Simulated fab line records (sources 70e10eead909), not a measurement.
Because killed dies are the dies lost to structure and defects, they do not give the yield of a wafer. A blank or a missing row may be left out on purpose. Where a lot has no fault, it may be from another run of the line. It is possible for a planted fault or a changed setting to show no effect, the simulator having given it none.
Matching of chambers / flow nand harc / NHARC_A_CHANNEL_FILL_D1_ALD_14 on ald hk-02: 4 sister chambers
The step deposits SiO2, target thk 2.5 nm, pulse time 10 s, ald cycles 25. 4 wafers are shown with their chamber, then 8 later ones without.

== EACH WAFER AND ITS CHAMBER ==
wafer=L587.1; chamber=0; heater power w (W)=411
wafer=L587.2; chamber=3; heater power w (W)=445
wafer=L587.5; chamber=2; heater power w (W)=520
wafer=L586.1; chamber=1; heater power w (W)=413

== WAFERS WITH NO CHAMBER GIVEN ==
wafer=L586.2; heater power w (W)=448
wafer=L586.6; heater power w (W)=439
wafer=L591.2; heater power w (W)=414
wafer=L591.3; heater power w (W)=520
wafer=L591.5; heater power w (W)=439
wafer=L598.1; heater power w (W)=504
wafer=L598.2; heater power w (W)=435
wafer=L598.6; heater power w (W)=440

== CHAMBER TAKEN BY EACH ==
wafer=L586.2; from the rows above=3; in truth=3
wafer=L586.6; from the rows above=3; in truth=3
wafer=L591.2; from the rows above=can't be placed: 1 or 0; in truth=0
wafer=L591.3; from the rows above=2; in truth=2
wafer=L591.5; from the rows above=3; in truth=3
wafer=L598.1; from the rows above=2; in truth=2
wafer=L598.2; from the rows above=can't be placed: 3 or 1 or 0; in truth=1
wafer=L598.6; from the rows above=3; in truth=3
Correct placement for 6 of the 8. These rows do not allow placing 2 (true chamber among the candidates in 2). 0 placed wrongly.
How it was worked out, from the rows above alone: a wafer's distance from a chamber is the root of the sum, over the readings, of the square of ((its reading less the chamber's mean) divided by the reading's scatter). The wafer belongs to the nearest chamber; if the next one is less than 2 further off, it can't be placed. Each chamber's mean is taken over the wafers shown for it. The scatter (one wafer shown for each chamber): square how far every hidden wafer sits from the nearest shown wafer, average those squares and take the square root.
